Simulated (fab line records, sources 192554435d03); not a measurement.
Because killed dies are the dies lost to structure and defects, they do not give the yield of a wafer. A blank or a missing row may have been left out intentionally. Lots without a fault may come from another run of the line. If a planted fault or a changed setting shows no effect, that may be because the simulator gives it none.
Which of the tools did it? | flow n5Finfet | 30 wafers from 10 lots sampled at 2 of the route's 1938 steps

## WHAT THE GAUGES SHOWED, per wafer
N5_BEOL_M9_INSPECT_13: inspects for defects (brightfield). Usual: rawDefectCount at 394, with a standard deviation of 92.
lot  | measured     | on               | rawDefectCount | flag
L362 | day 10 08:19 | defectInspect-02 | 538 326 286    | 
L363 | day 10 20:07 | defectInspect-01 | 320 389 426    | 
L370 | day 12 16:32 | defectInspect-01 | 235 250 233    | 
L377 | day 13 19:40 | defectInspect-02 | 434 351 457    | 
L376 | day 14 04:32 | defectInspect-02 | 397 712 568    | 
L378 | day 14 15:20 | defectInspect-01 | 369 330 266    | 
L379 | day 14 19:51 | defectInspect-01 | 426 379 343    | 
L382 | day 15 07:51 | defectInspect-02 | 458 452 371    | 
L383 | day 15 16:23 | defectInspect-02 | 438 401 535    | 
L384 | day 15 21:35 | defectInspect-02 | 495 379 353    | 

## EACH LOT AND THE TOOL THAT RAN IT (in order: tool; ch and the chambers of the sampled wafers; start)
lot  | N5_BEOL_M8_DEGAS_44
L362 | pvdSputter-02, day 10 02:46
L363 | pvdSputter-01, day 10 13:33
L370 | pvdSputter-02, day 12 10:43
L377 | pvdSputter-02, day 13 15:35
L376 | pvdSputter-01, day 13 23:53
L378 | pvdSputter-03, day 14 10:32
L379 | pvdSputter-02, day 14 13:53
L382 | pvdSputter-01, day 15 03:30
L383 | pvdSputter-03, day 15 11:57
L384 | pvdSputter-01, day 15 16:08
- N5_BEOL_M8_DEGAS_44: time 60 s.

## AS READ BY THE TOOLS THEMSELVES (means over the sampled wafers that have a number; for cases with no such wafer, the mark the record gives instead)
N5_BEOL_M8_DEGAS_44. Usual: heaterPowerW at 326 W, with a standard deviation of 45.
lot  | tool          | heaterPowerW (W) | flag
L362 | pvdSputter-02 | 322              | 
L363 | pvdSputter-01 | 304              | 
L370 | pvdSputter-02 | 304              | 
L377 | pvdSputter-02 | 316              | 
L376 | pvdSputter-01 | 370              | 
L378 | pvdSputter-03 | 350              | 
L379 | pvdSputter-02 | 308              | 
L382 | pvdSputter-01 | 334              | 
L383 | pvdSputter-03 | 345              | 
L384 | pvdSputter-01 | 302              | 

## THE ANSWER, worked out from the rows above alone
Rule: a lot counts as off when the mean over its wafers that have a number is more than 3 standard deviations away from the usual mean. Also off: a lot with no number at a reading for which 4 or more lots have one. All remaining lots with rows at the step are treated as sound. Order of review: gauges by route order, followed by the tools' own readings, for which a lot's mean as printed above is used. The first step at which some lot is off is used, and at that step the reading that is off furthest; a lot without a number counts as furthest.
No lot is off on any of the readings shown, so nothing can be concluded from this.

## WHAT HAD BEEN PUT IN BY THE SIMULATOR
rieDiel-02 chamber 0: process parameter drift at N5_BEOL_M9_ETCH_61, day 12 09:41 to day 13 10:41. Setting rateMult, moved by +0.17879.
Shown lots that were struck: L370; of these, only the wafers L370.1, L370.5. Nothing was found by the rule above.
